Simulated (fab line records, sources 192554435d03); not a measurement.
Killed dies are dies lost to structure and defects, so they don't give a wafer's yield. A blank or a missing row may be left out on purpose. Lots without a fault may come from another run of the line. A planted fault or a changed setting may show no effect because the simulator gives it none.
fab line records | flow n5_finfet
record lots=6 wafers=18 last_day=17
route steps=1938 shown BEOL_M0_CUTY@714 BEOL_M0@715 BEOL_M4@1111 PASSIVATION@1936
lots that met no fault: from a run of the same line without faults
start_h: hours from the record's first day to the start of the lot's first wafer shown | wait_h: hours since the lot's step before | " the same as in the row above | L1.1+2: a row that stands for several wafers | - no value, or no start given | * or withheld: withheld | < > ~ a bound
route shown NAME@n: a module of which the file shows steps, and the number in the route of the first | usual: mean/standard deviation of fault-free wafers | same: alike in all rows | chamber/n: place in a boat | sites: the reading at each site | _std_site: their standard deviation | _edge_site: outer sites' mean less inner sites' | radius_mm: how far each site lies from the wafer's centre | mask NAME#n: copy n | behind: the tool/chamber that last shaped the wafer | hold: why the lot was held/for how many hours/how that ended | device: the transistor (n, p or np) that didn't switch | end of line: the same wafers' tests at the end of the route | a step without rows: its recipe alone | killed: dies lost to structure and defects at the first sort, not the wafer's yield | map: a wafer's dies, x killed, . not, _ none there
set.NAME: the setting as run; set.NAME@STEP: as run at that earlier step | model.NAME: the simulator's own value behind a step, which no gauge read
lots at some steps of the route; a table a step, a row a wafer
services: from which hour (start_h, from the record's first day; less than 0 if before it) a tool's chamber was out of use, for how many hours, and why
## steps
# step N5_BEOL_M0_CUTY_STRIP_64
# recipe chemistry=N2/H2 temp_c=40 n2_flow_sccm=200 h2_flow_sccm=200 rf_frequency_hz=6e+07
# step N5_BEOL_M0_ETCH_138
# recipe chemistry=CH3F/O2 target_depth_a=120 target=SiCN time_s=31.6 ion_energy_ev=120 pressure_mtorr=30 source_w=395 bias_w=75 Ar_flow_sccm=150 CH3F_flow_sccm=30 O2_flow_sccm=20 ends=cleared
# usual drypump_motor_current_A=5.9/0.36 etch_rf_on_time_s=29.1/0.93 oes_product_au=0.71/0.076 rf_vpp_V=297.9/1.4 showerhead_plenum_p_Torr=2.03/0.059 throttle_valve_pct=16.30/0.26
# columns lot.wafer tool chamber start_h wait_h drypump_motor_current_A etch_rf_on_time_s oes_product_au rf_hours_counter_h rf_vpp_V showerhead_plenum_p_Torr throttle_valve_pct
L607.1 rie_diel-06 3 125.51 0.0 5.4 28.6 0.60 185 296.8 1.99 16.60
L607.3 " 0 " " 6.2 26.7 0.82 5 296.7 1.96 16.33
L607.5 " 2 " " 5.7 28.5 0.78 - 296.6 1.96 16.11
L616.1 rie_diel-01 2 172.63 0.0 5.9 29.5 0.60 226 297.7 2.06 16.52
L616.4 " 0 " " 6.0 28.6 0.73 45 297.9 2.11 16.10
L616.5 " 1 " " 6.1 29.9 0.60 - 296.2 1.96 16.53
L623.2 rie_diel-01 3 216.71 0.0 5.3 28.5 0.74 39 299.9 2.13 16.41
L623.3 " 1 " " 6.1 28.3 0.80 8 296.3 1.96 16.05
L623.6 " 3 " " 5.3 28.5 0.73 - 300.9 2.13 16.41
L624.1 rie_diel-02 2 220.83 0.0 6.2 29.3 0.74 60 298.5 2.02 15.91
L624.4 " 2 " " 6.2 29.3 0.74 - 298.8 2.02 15.90
L624.5 " 3 " " 5.5 30.5 0.73 - 297.8 2.05 15.88
L625.1 rie_diel-01 3 228.07 0.0 5.3 26.8 0.73 45 298.7 2.12 16.42
L625.3 " 1 " " 6.1 29.8 0.78 14 295.7 1.96 16.07
L625.4 " 0 " " 6.0 28.2 0.72 - 301.0 2.10 16.15
L627.1 rie_diel-01 2 244.13 0.0 5.9 30.1 0.58 250 299.3 2.05 16.56
L627.2 " 1 " " 6.0 29.3 0.77 20 297.0 1.96 16.06
L627.4 " 3 " " 5.3 29.3 0.72 50 300.2 2.12 16.43
# step N5_BEOL_M0_HM_OPEN_105
# recipe chemistry=Cl2/BCl3 target_depth_a=120 target=TiN ion_energy_ev=150 pressure_mtorr=10 icp_w=1000 bias_w=126 Cl2_flow_sccm=53.25 bcl3_flow_sccm=21.75 Ar_flow_sccm=25
# step N5_BEOL_M0_STRIP_140
# recipe chemistry=CF4 resist=SiARC power_w=300 bias_power_w=75 pressure_mtorr=50 cf4_flow_sccm=150 rf_frequency_hz=6e+07
# step N5_BEOL_M0_STRIP_104
# recipe chemistry=N2/H2 power_w=450 temp_c=40 pressure_mtorr=20 rf_frequency_hz=6e+07 overash_fraction=0.3 bias_power_w=7 h2_frac=0.5 n2_flow_sccm=200 h2_flow_sccm=200
# usual bias_power_w=7.001/0.022 drypump_motor_current_A=5.8/0.34 oes_product_au=0.82/0.089 rf_vpp_V=59.4/1.6 showerhead_plenum_p_Torr=2.59/0.07 throttle_valve_pct=23.63/0.26
# columns lot.wafer tool chamber start_h wait_h bias_power_w drypump_motor_current_A oes_product_au rf_hours_counter_h rf_vpp_V showerhead_plenum_p_Torr throttle_valve_pct
L607.1 rie_diel-02 3 126.32 0.0 7.006 5.5 0.97 1 56.4 2.61 23.42
L607.3 " 2 " " 7.039 6.2 0.93 29 61.8 2.58 23.10
L607.5 " 0 " " 7.019 6.0 0.88 - 62.6 2.58 23.41
L616.1 rie_diel-01 0 177.00 0.0 6.978 6.0 0.86 47 61.2 2.70 23.63
L616.4 " 2 " " 6.990 5.9 0.70 - 58.5 2.60 23.53
L616.5 " 0 " " 7.021 6.0 0.87 - 59.4 2.70 23.70
L623.2 rie_diel-02 0 218.91 0.0 7.009 6.0 0.85 74 58.7 2.57 23.46
L623.3 " 3 " " 7.013 5.6 0.86 33 57.9 2.60 23.48
L623.6 " 3 " " 7.022 5.5 0.86 - 60.5 2.60 23.46
L624.1 rie_diel-06 1 221.48 0.0 6.990 6.5 0.89 32 60.9 2.58 23.71
L624.4 " 2 " " 6.970 5.7 0.85 57 58.7 2.48 23.85
L624.5 " 0 " " 7.026 6.2 0.86 - 59.4 2.47 24.16
L625.1 rie_diel-01 3 229.40 0.0 7.015 5.3 0.86 46 59.2 2.67 23.78
L625.3 " 2 " " 6.986 5.9 0.69 245 59.5 2.59 23.57
L625.4 " 0 " " 6.981 6.0 0.84 67 61.1 2.69 23.67
L627.1 rie_diel-02 1 247.59 0.0 6.957 5.5 0.70 231 57.0 2.59 23.54
L627.2 " 2 " " 6.984 6.2 0.87 68 58.7 2.57 23.14
L627.4 " 3 " " 7.016 5.6 0.83 44 60.6 2.59 23.49
# step N5_BEOL_M0_WET_ETCH_106
# recipe chemistry=DHF dilution=10:1 temp_c=25 target=SiO2 target_depth_a=1300 dry=ipa_marangoni rinse_time_s=30 rinse_temp_c=23
# step N5_BEOL_M0_ETCH_128
# recipe chemistry=CF4/N2 target_depth_a=120 overetch_a=51 target=SiCN time_s=21.4 ion_energy_ev=150 pressure_mtorr=40 source_w=430 bias_w=70 Ar_flow_sccm=100 cf4_flow_sccm=60 n2_flow_sccm=60
# step N5_BEOL_M0_TRENCH_ETCH_107
# recipe chemistry=C4F6/O2 target_depth_a=328 target=SiOC time_s=16.4 ion_energy_ev=250 pressure_mtorr=30 source_w=355 bias_w=185 Ar_flow_sccm=300 C4F6_flow_sccm=10 O2_flow_sccm=10
# usual drypump_motor_current_A=5.9/0.39 oes_product_au=0.83/0.096 rf_vpp_V=675/7.8 showerhead_plenum_p_Torr=2.87/0.081 throttle_valve_pct=20.91/0.22
# columns lot.wafer tool chamber start_h wait_h drypump_motor_current_A oes_product_au rf_hours_counter_h rf_vpp_V showerhead_plenum_p_Torr throttle_valve_pct
L607.1 rie_diel-01 1 126.75 0.0 6.1 0.70 233 683 2.80 20.99
L607.3 " 3 " " 5.3 0.95 8 669 3.03 20.96
L607.5 " 2 " " 5.9 0.71 - 679 2.94 21.00
L616.1 rie_diel-01 0 177.17 0.0 6.0 0.85 47 666 2.98 20.62
L616.4 " 3 " " 5.3 0.89 - 668 3.02 21.01
L616.5 " 2 " " 5.9 0.70 - 679 2.93 21.00
L623.2 rie_diel-06 1 219.97 0.0 6.5 0.88 31 679 2.89 20.96
L623.3 " 2 " " 5.7 0.85 57 670 2.78 20.76
L623.6 " 1 " " 6.6 0.88 - 679 2.89 20.97
L624.1 rie_diel-02 3 222.15 0.0 5.5 0.86 35 660 2.91 20.48
L624.4 " 3 " " 5.5 0.86 - 660 2.91 20.48
L624.5 " 2 " " 6.2 0.87 - 699 2.87 20.41
L625.1 rie_diel-06 0 229.57 0.0 6.2 0.87 43 676 2.78 21.03
L625.3 " 2 " " 5.7 0.84 59 670 2.78 20.76
L625.4 " 3 " " 5.4 0.67 224 681 2.81 21.22
L627.1 rie_diel-01 3 247.76 0.0 5.3 0.85 51 666 3.01 21.05
L627.2 " 2 " " 5.9 0.68 251 679 2.92 21.05
L627.4 " 1 " " 6.1 0.90 21 681 2.79 20.64
# step N5_BEOL_M0_STRIP_142
# recipe chemistry=N2/H2 time_s=10 power_w=450 temp_c=40 pressure_mtorr=20 rf_frequency_hz=6e+07 bias_power_w=7 n2_flow_sccm=200 h2_flow_sccm=200
# step N5_BEOL_M0_OCD_MEAS_108
# usual trench_depth_nm=32.8/0.65
# columns lot.wafer tool chamber start_h wait_h trench_depth_nm
L607.1 ocd-02 - 126.85 0.1 32.7
L607.3 " - " " 34.1
L607.5 " - " " 32.7
L616.1 ocd-02 - 177.28 0.1 32.3
L616.4 " - " " 32.9
L616.5 " - " " 32.6
L623.2 ocd-01 - 220.07 0.1 32.1
L623.3 " - " " 33.2
L623.6 " - " " 32.6
L624.1 ocd-02 - 222.25 0.1 32.7
L624.4 " - " " 32.8
L624.5 " - " " 32.9
L625.1 ocd-02 - 229.67 0.1 33.3
L625.3 " - " " 32.6
L625.4 " - " " 31.5
L627.1 ocd-01 - 247.87 0.1 33.6
L627.2 " - " " 31.6
L627.4 " - " " 31.9
# step N5_BEOL_M0_HM_STRIP_129
# recipe chemistry=peroxide_tin_strip material=TiN target_depth_a=170 temp_c=50 time_s=108
# step N5_BEOL_M0_SRD_130
# recipe time_s=30 temp_c=23 rinse_liquid=diw dry=ipa_marangoni
# step N5_BEOL_M0_ETCH_109
# recipe chemistry=CH3F/O2 target_depth_a=80 overetch_a=24 target=SiCN time_s=27.4 ion_energy_ev=120 pressure_mtorr=30 source_w=395 bias_w=75 Ar_flow_sccm=150 CH3F_flow_sccm=30 O2_flow_sccm=20
# usual drypump_motor_current_A=5.8/0.36 oes_product_au=0.71/0.072 rf_vpp_V=297.8/1.3 showerhead_plenum_p_Torr=2.02/0.053 throttle_valve_pct=16.29/0.28
# columns lot.wafer tool chamber start_h wait_h drypump_motor_current_A oes_product_au rf_hours_counter_h rf_vpp_V showerhead_plenum_p_Torr throttle_valve_pct model.SiOC_of_BEOL_M0_SAQP_ILD_DEP_01.thk_nm
L607.1 rie_diel-06 3 127.16 0.2 5.4 0.60 186 296.3 1.98 16.59 41.8
L607.3 " 2 " " 5.7 0.78 24 296.2 1.96 16.11 41.4
L607.5 " 2 " " 5.7 0.78 - 297.0 1.96 16.10 42.4
L616.1 rie_diel-02 1 177.90 0.5 5.5 0.62 207 298.9 2.07 16.75 41.8
L616.4 " 2 " " 6.2 0.76 44 297.1 2.02 15.89 42.8
L616.5 " 0 " " 6.0 0.72 - 298.3 2.03 16.08 43
L623.2 rie_diel-02 2 220.55 0.4 6.1 0.73 59 297.8 2.02 15.89 40.8
L623.3 " 1 " " 5.5 0.61 223 297.7 2.07 16.80 40.2
L623.6 " 1 " " 5.5 0.62 - 298.4 2.07 16.79 41.4
L624.1 rie_diel-02 2 222.64 0.3 6.2 0.74 61 297.0 2.02 15.88 39
L624.4 " 2 " " 6.2 0.73 - 297.2 2.02 15.90 39.8
L624.5 " 3 " " 5.5 0.74 - 299.4 2.05 15.90 40
L625.1 rie_diel-01 1 229.78 0.0 6.1 0.77 15 296.5 1.96 16.06 43
L625.3 " 2 " " 5.9 0.60 245 299.1 2.06 16.55 42.4
L625.4 " 3 " " 5.3 0.72 46 298.7 2.12 16.42 42.8
L627.1 rie_diel-06 1 248.20 0.2 6.5 0.74 40 297.8 2.03 16.42 42.4
L627.2 " 3 " " 5.4 0.58 230 295.8 1.97 16.66 42.2
L627.4 " 0 " " 6.2 0.74 50 296.7 1.95 16.40 43
# step N5_BEOL_M0_STRIP_139
# recipe chemistry=post_etch_residue_remover time_s=60 temp_c=25 remover_ph=withheld remover_water_wt_pct=withheld remover_fluoride_wt_pct=withheld
# step N5_BEOL_M0_SRD_111
# recipe time_s=30 temp_c=23 rinse_liquid=diw dry=ipa_marangoni
# step N5_BEOL_M0_DEGAS_112
# recipe ambient=vacuum temp_c=250 time_s=60
# step N5_BEOL_M0_PRE_CLEAN_113
# recipe gas=H2/He time_s=30 temp_c=250
# step N5_BEOL_M0_ALD_136
# recipe material=TaN target_thk_a=* temp_c=275 ald_precursor_family=PDMAT ald_co_reactant=NH3 pressure_torr=3 carrier_flow_sccm=1500 pulse_time_s=2 purge_time_s=3 co_reactant_purge_time_s=2 co_reactant_pulse_time_s=3 ald_cycles=30 precursor_vessel_temp_c=75 precursor_vessel_pressure_torr=26.25 precursor_vessel_carrier_sccm=1000
# step N5_BEOL_M0_SURFACE_TREAT_137
# recipe gas=Ar time_s=* ion_energy_ev=* ion_current_ma_cm2=0.5 pressure_mtorr=* ar_flow_sccm=30
# step N5_BEOL_M0_CVD_115
# recipe material=Co target_thk_a=* temp_c=withheld precursor=CCTBA/H2 pressure_torr=30 time_s=120
# step N5_BEOL_M0_SPUTTER_116
# recipe material=Cu target_thk_a=40 temp_c=-20 chamber_pressure_pa=0.07 power_w=withheld time_s=7.37
# step N5_BEOL_M0_ANNEAL_117
# recipe temp_c=400 time_s=60 ambient=vacuum
# step N5_BEOL_M0_SPUTTER_132
# recipe material=Cu target_thk_a=40 temp_c=-20 chamber_pressure_pa=0.07 power_w=withheld time_s=7.37
# usual chuck_gas_flow_sccm=1.27/0.057 throttle_valve_pct=29.7/1
# columns lot.wafer tool chamber start_h wait_h chuck_gas_flow_sccm throttle_valve_pct
L607.1 pvd_sputter-02 - 128.66 0.0 1.28 28.7
L607.3 " - " " 1.33 29.2
L607.5 " - " " 1.13 29.7
L616.1 pvd_sputter-02 - 180.93 0.0 1.30 29.5
L616.4 " - " " 1.19 27.8
L616.5 " - " " 1.23 29.4
L623.2 pvd_sputter-01 - 222.02 0.0 1.23 28.6
L623.3 " - " " 1.26 30.9
L623.6 " - " " 1.20 31.1
L624.1 pvd_sputter-01 - 224.82 0.0 1.25 29.1
L624.4 " - " " 1.33 30.1
L624.5 " - " " 1.31 30.1
L625.1 pvd_sputter-03 - 230.68 0.0 1.33 30.6
L625.3 " - " " 1.33 30.6
L625.4 " - " " 1.24 29.3
L627.1 pvd_sputter-03 - 249.97 0.0 1.22 30.6
L627.2 " - " " 1.35 30.5
L627.4 " - " " 1.24 29.3
# step N5_BEOL_M0_ANNEAL_133
# recipe temp_c=400 time_s=60 ambient=vacuum
# step N5_BEOL_M0_SPUTTER_134
# recipe material=Cu target_thk_a=40 temp_c=-20 chamber_pressure_pa=0.07 power_w=withheld time_s=7.37
# usual chuck_gas_flow_sccm=1.26/0.054 throttle_valve_pct=29.7/1
# columns lot.wafer tool chamber start_h wait_h chuck_gas_flow_sccm throttle_valve_pct
L607.1 pvd_sputter-02 - 128.78 0.0 1.26 28.7
L607.3 " - " " 1.28 29.5
L607.5 " - " " 1.22 29.5
L616.1 pvd_sputter-02 - 181.05 0.0 1.28 29.6
L616.4 " - " " 1.24 28.2
L616.5 " - " " 1.28 29.3
L623.2 pvd_sputter-01 - 222.14 0.0 1.20 29.1
L623.3 " - " " 1.36 30.7
L623.6 " - " " 1.26 30.8
L624.1 pvd_sputter-01 - 224.94 0.0 1.20 29.1
L624.4 " - " " 1.18 30.0
L624.5 " - " " 1.25 29.7
L625.1 pvd_sputter-03 - 230.80 0.0 1.37 30.5
L625.3 " - " " 1.27 30.3
L625.4 " - " " 1.20 29.1
L627.1 pvd_sputter-03 - 250.09 0.0 1.21 30.3
L627.2 " - " " 1.32 30.4
L627.4 " - " " 1.27 29.3
# step N5_BEOL_M0_ANNEAL_135
# recipe temp_c=400 time_s=60 ambient=vacuum
# step N5_BEOL_M0_SPUTTER_141
# recipe material=Cu target_thk_a=40 temp_c=-20 chamber_pressure_pa=0.07 power_w=withheld time_s=7.37
# step N5_BEOL_M0_ECD_118
# recipe material=Cu target_thk_a=3000
# step N5_BEOL_M0_ANNEAL_119
# recipe temp_c=225 time_s=90 ambient=N2
# step N5_BEOL_M0_CMP_120
# recipe stop_on=SiOC t_overpolish_s=6.9 down_force_psi=1 platen_rpm=50 clearing_platen_down_force_psi=1.5 clearing_platen_rpm=50 post_cmp_clean=cu_alkaline clearing_platen_pad_velocity_m_s=0.99484 pad_velocity_m_s=0.99484
# usual barrier_field_endpoint_s=3.69/0.13 motor_current_A=6.2/0.49 overpolish_run_s=6.901/0.0099 retaining_ring_pressure_frac=1.001/0.0046 time_to_endpoint_s=61.3/2.9
# columns lot.wafer tool chamber start_h wait_h barrier_field_endpoint_s motor_current_A overpolish_run_s retaining_ring_pressure_frac time_to_endpoint_s model.SiOC_of_BEOL_M0_SAQP_ILD_DEP_01.thk_nm
L607.3 cmp-04 1 129.67 0.2 3.64 6.5 6.897 1.004 61.3 38.4
L607.1 " 3 " " 3.63 6.8 6.912 0.999 60.2 38.8
L607.5 " 1 " " 3.83 6.8 6.919 1.003 63.2 39.4
L616.1 cmp-01 1 181.70 0.3 3.74 5.9 6.897 1.006 61.2 38.6
L616.4 " 2 " " 3.72 5.5 6.909 1.005 61.9 39.8
L616.5 " 1 " " 3.53 6.3 6.906 0.999 62.0 39.8
L623.2 cmp-03 0 224.17 1.0 3.71 6.4 6.907 1.003 61.4 37.6
L623.3 " 1 " " 3.86 7.0 6.907 1.006 63.1 37.2
L623.6 " 3 " " 3.79 5.4 6.922 1.005 63.9 38.4
L624.1 cmp-04 2 225.55 0.3 3.77 6.3 6.910 0.997 58.0 36
L624.4 " 0 " " 3.80 5.6 6.906 0.998 63.0 36.8
L624.5 " 2 " " 3.60 6.4 6.892 0.999 58.1 37
L625.3 cmp-04 3 231.56 0.3 3.62 6.9 6.887 0.997 60.4 39.4
L625.4 " 1 " " 3.70 6.2 6.891 0.995 64.5 39.8
L625.1 " 2 " " 3.76 6.6 6.898 1.000 58.8 40
L627.4 cmp-01 1 250.70 0.1 3.49 6.0 6.911 1.005 60.1 39.8
L627.1 " 2 " " 3.61 5.3 6.904 1.001 65.0 39.2
L627.2 " 3 " " 3.71 5.8 6.894 0.998 63.5 39
# step N5_BEOL_M4_RC_MEAS_101
# usual DIBL_N=36.9/1.7 DIBL_P=37.3/2.3 IOFF_N=0.16/0.033 IOFF_P=0.22/0.04 ION_N=673/12 ION_P=463/8 SS_N=71.6/0.58 SS_P=73.4/0.74 VT_N=250/3.2 VT_P=-250/3.4
# columns lot.wafer tool chamber start_h wait_h DIBL_N[mV/V] DIBL_P[mV/V] IOFF_N[nA/um] IOFF_P[nA/um] ION_N[uA/um] ION_P[uA/um] SS_N[mV/dec] SS_P[mV/dec] VT_N[mV] VT_P[mV]
L607.1 prober-02 0 181.15 0.0 35.2 36.7 0.13 0.17 658 448 71.7 73.2 251 -257
L607.3 " 0 " " 39.1 41.6 0.21 0.24 682 456 72.5 74.6 248 -252
L607.5 " 0 " " 35.2 37.8 0.15 0.19 666 454 72.4 74.1 249 -252
L616.1 prober-02 0 225.44 0.0 38.9 38.5 0.18 0.27 675 470 72.4 74.2 253 -245
L616.4 " 0 " " 36.1 36.2 0.14 0.23 663 466 71.3 72.8 251 -250
L616.5 " 0 " " 39.2 41.3 0.21 0.34 680 475 72.0 73.9 247 -241
L624.1 prober-01 0 271.79 0.0 32.8 30.3 0.09 0.14 654 454 70.1 71.5 256 -254
L624.4 " 0 " " 34.8 32.6 0.11 0.17 671 463 70.9 72.6 255 -248
L624.5 " 0 " " 37.4 35.4 0.14 0.19 678 464 71.7 73.2 253 -250
L623.2 prober-01 0 274.04 0.2 31.0 31.9 0.10 0.14 656 458 70.2 71.4 255 -253
L623.3 " 0 " " 34.2 35.3 0.14 0.18 662 453 71.2 72.3 250 -251
L623.6 " 0 " " 33.9 34.6 0.13 0.19 667 460 71.1 73.0 250 -251
L625.1 prober-01 0 290.80 0.0 38.8 37.5 0.17 0.21 669 456 71.9 72.7 252 -250
L625.3 " 0 " " 39.1 39.2 0.19 0.26 684 471 72.3 74.8 246 -250
L625.4 " 0 " " 38.8 38.8 0.19 0.27 698 480 71.7 74.0 245 -247
L627.1 prober-01 0 308.00 0.0 39.3 41.1 0.21 0.27 674 461 72.5 74.2 247 -250
L627.2 " 0 " " 39.9 40.9 0.22 0.26 680 463 73.4 74.5 247 -250
L627.4 " 0 " " 38.5 39.9 0.18 0.25 677 466 72.4 74.5 252 -249
# step N5_PASSIVATION_PROBE_49
# usual defect_limited_yield=91.2/1.3 killed_at_M0_to_M3=34/10 killed_at_M4_up=13/4.6 killed_at_contacts=13/5.5 killed_at_front_end=41/12 killed_at_other=2.8/2.4 killed_dies=104/16 killed_on_rim=14/4.2 killed_open=67/12 killed_short=33/7.2 sort_bin_4_leakage=0.00/0.012 sort_bin_5_function=5.1/0.86 sort_bin_6_memory=3.3/0.62 sort_n_pass=1076/16 sort_yield_pct=91.2/1.3
# same gross_dies=1180 killed_at_back_side=0 sort_bin_8_speed[%]=0
# columns lot.wafer tool chamber start_h wait_h defect_limited_yield[%] killed_at_M0_to_M3 killed_at_M4_up killed_at_contacts killed_at_front_end killed_at_other killed_dies killed_on_rim killed_open killed_short sort_bin_4_leakage[%] sort_bin_5_function[%] sort_bin_6_memory[%] sort_n_pass sort_yield_pct[%]
L607.1 prober-02 - 293.92 0.0 92.5 25 11 6 43 4 89 10 62 26 0 4.7 2.8 1091 92.5
L607.3 prober-02 - 294.02 0.1 91.4 32 11 12 41 5 101 15 66 34 0 4.2 4.2 1079 91.4
L607.5 prober-02 - 294.12 0.2 90.8 14 11 16 66 2 109 12 82 25 0 5.9 3.2 1071 90.8
L624.1 prober-02 - 368.44 0.0 89.4 63 19 14 27 2 125 10 72 44 0 6.2 4.1 1055 89.4
L624.4 prober-02 - 368.59 0.2 90.2 46 15 17 37 1 116 16 71 42 0 6.0 3.3 1064 90.2
L624.5 prober-02 - 368.64 0.2 91.4 33 19 13 35 1 101 8 57 31 0 5.0 3.0 1079 91.4
L623.2 prober-02 - 385.35 0.1 92.4 28 10 16 32 4 90 13 54 28 0 4.6 2.9 1090 92.4
L623.3 prober-02 - 385.40 0.1 92.9 32 15 8 28 1 84 14 51 31 0 4.4 2.5 1096 92.9
L623.6 prober-02 - 385.55 0.3 92.1 20 17 10 43 3 93 16 58 28 0 4.7 2.9 1087 92.1
L625.1 prober-01 - 390.43 0.0 90.3 33 4 17 61 0 115 17 75 32 0 5.3 4.1 1065 90.3
L625.3 prober-01 - 390.53 0.1 91.7 18 9 23 48 0 98 14 66 29 0 4.7 3.3 1082 91.7
L625.4 prober-01 - 390.58 0.2 90.3 27 11 21 52 3 114 17 79 33 0 5.6 3.8 1066 90.3
# killed by level:class
L607.1 FIN_SAQP:geometric_particle:open=22 BEOL_M0_SAQP:geometric_particle:open=9 FIN_SAQP:geometric_particle:short=7 MOL_CONTACT_COAG:geometric_particle:open=6 BEOL_M5:geometric_particle:open=6 BEOL_M1:geometric_particle:short=4 BEOL_M3:geometric_particle:open=4 BEOL_M2:geometric_particle:open=3
L607.3 MOL_CONTACT_COAG:geometric_particle:open=10 FIN_SAQP:geometric_particle:open=9 BEOL_M3:geometric_particle:open=7 FIN_SAQP:geometric_particle:short=6 BEOL_M0_SAQP:geometric_particle:open=6 BEOL_M2:geometric_particle:open=5 STARTING-WAFER:geometric_particle:open=4 STI_FIN_REVEAL:geometric_particle:open=4
L607.5 FIN_SAQP:geometric_particle:open=28 MOL_CONTACT_COAG:geometric_particle:open=15 FIN_SAQP:geometric_particle:short=11 BEOL_M4:geometric_particle:open=8 DUMMY_GATE:geometric_particle:open=7 GATE_CUT:geometric_particle:short=4 GATE_CUT:geometric_particle:open=4 STARTING-WAFER:geometric_particle:open=3
L624.1 BEOL_M0_SAQP:geometric_particle:open=19 BEOL_M0_SAQP:geometric_particle:short=18 BEOL_M4:geometric_particle:open=10 MOL_CONTACT_COAG:geometric_particle:open=7 BEOL_M1:geometric_particle:open=7 BEOL_M2:geometric_particle:open=6 STI_FIN_REVEAL:geometric_particle:open=5 DUMMY_GATE:geometric_particle:open=5
L624.4 DUMMY_GATE:geometric_particle:open=12 BEOL_M1:geometric_particle:open=11 MOL_CONTACT_COAG:geometric_particle:open=10 BEOL_M0_SAQP:geometric_particle:open=9 MOL_CONTACT_COAG:geometric_particle:short=7 BEOL_M0_SAQP:geometric_particle:short=7 BEOL_M3:geometric_particle:open=6 BEOL_M1:geometric_particle:short=5
L624.5 BEOL_M1:geometric_particle:open=13 BEOL_M4:geometric_particle:open=9 BEOL_M0_SAQP:geometric_particle:open=9 MOL_CONTACT_COAG:geometric_particle:open=7 FIN_SAQP:geometric_particle:short=5 BEOL_M0_SAQP:geometric_particle:short=5 STI_FIN_REVEAL:geometric_particle:open=4 DUMMY_GATE:geometric_particle:open=4
L623.2 MOL_CONTACT_COAG:geometric_particle:open=10 BEOL_M3:geometric_particle:open=8 BEOL_M2:geometric_particle:open=7 FIN_SAQP:geometric_particle:short=6 STARTING-WAFER:geometric_particle:open=6 FIN_SAQP:geometric_particle:open=5 DUMMY_GATE:geometric_particle:open=5 BEOL_M2:geometric_particle:short=4
L623.3 BEOL_M3:geometric_particle:open=13 MOL_CONTACT_COAG:geometric_particle:open=7 DUMMY_GATE:geometric_particle:open=6 FIN_SAQP:geometric_particle:short=5 STI_FIN_REVEAL:geometric_particle:open=5 BEOL_M0_SAQP:geometric_particle:open=4 BEOL_M0_SAQP:geometric_particle:short=4 BEOL_M3:geometric_particle:short=4
L623.6 FIN_SAQP:geometric_particle:short=10 FIN_SAQP:geometric_particle:open=10 BEOL_M4:geometric_particle:open=8 DUMMY_GATE:geometric_particle:open=6 MOL_CONTACT_COAG:geometric_particle:open=6 BEOL_M2:geometric_particle:open=5 STARTING-WAFER:geometric_particle:short=4 STI_FIN_REVEAL:geometric_particle:open=3
L625.1 MOL_CONTACT_COAG:geometric_particle:open=13 FIN_SAQP:geometric_particle:open=12 DUMMY_GATE:geometric_particle:open=9 BEOL_M3:geometric_particle:open=8 BEOL_M0_SAQP:geometric_particle:open=7 STI_FIN_REVEAL:geometric_particle:short=5 STI_FIN_REVEAL:geometric_particle:open=5 GATE_CUT:geometric_particle:short=5
L625.3 MOL_CONTACT_COAG:geometric_particle:open=18 DUMMY_GATE:geometric_particle:open=9 FIN_SAQP:geometric_particle:open=7 STI_FIN_REVEAL:geometric_particle:open=7 DUMMY_GATE:geometric_particle:short=7 FIN_SAQP:geometric_particle:short=6 BEOL_M0_SAQP:geometric_particle:open=5 BEOL_M0_SAQP:geometric_particle:short=5
L625.4 MOL_CONTACT_COAG:geometric_particle:open=14 FIN_SAQP:geometric_particle:open=9 STI_FIN_REVEAL:geometric_particle:open=8 FIN_SAQP:geometric_particle:short=7 GATE_CUT:geometric_particle:short=7 GATE_CUT:geometric_particle:open=6 BEOL_M0_SAQP:geometric_particle:short=6 BEOL_M3:geometric_particle:open=6
## services
# columns tool chamber start_h hours kind
cmp-01 - 102.25 1.0 repair
cmp-01 - 108.20 13.3 pm
rie_diel-06 1 113.60 - clean
rie_diel-06 1 113.60 - consumable_replace:focus_ring
rie_diel-06 1 113.60 19.9 scheduled_down
rie_diel-06 1 113.60 19.9 vent_cycle
cmp-01 - 150.78 3.5 repair
cmp-03 - 153.40 0.4 repair
pvd_sputter-03 - 157.71 0.7 repair
cmp-01 - 162.94 1.1 repair
rie_diel-02 2 171.75 5.4 repair
rie_diel-01 1 172.90 - clean
rie_diel-01 1 172.90 - consumable_replace:focus_ring
rie_diel-01 1 172.90 20.6 scheduled_down
rie_diel-01 1 172.90 20.6 vent_cycle
rie_diel-01 - 189.34 0.3 repair
cmp-04 - 199.30 4.0 pm
cmp-04 - 203.30 - consumable_replace:conditioner
cmp-01 - 207.51 4.9 pm
cmp-03 - 211.58 1.2 repair
rie_diel-01 2 218.92 9.9 repair
rie_diel-02 0 219.88 3.8 repair
cmp-01 - 221.30 2.3 repair
cmp-04 - 239.55 1.1 repair
## key
first_sign none at tools or gauges
model_effect step=N5_BEOL_M0_ETCH_109 value=SiOC_of_BEOL_M0_SAQP_ILD_DEP_01.thk_nm without=42.07 struck=40.2
model_effect step=N5_BEOL_M0_CMP_120 value=SiOC_of_BEOL_M0_SAQP_ILD_DEP_01.thk_nm without=39 struck=37.17
met_at N5_BEOL_M0_ETCH_109
struck_wafers L623.2,L623.3,L623.6,L624.1,L624.4,L624.5
onset_between 177.90 220.55
fault kind=process_parameter_drift tool=rie_diel-02 chamber=- onset_h=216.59 steps=N5_BEOL_M0_ETCH_109 channel=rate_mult offset=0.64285 shape=step end_h=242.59
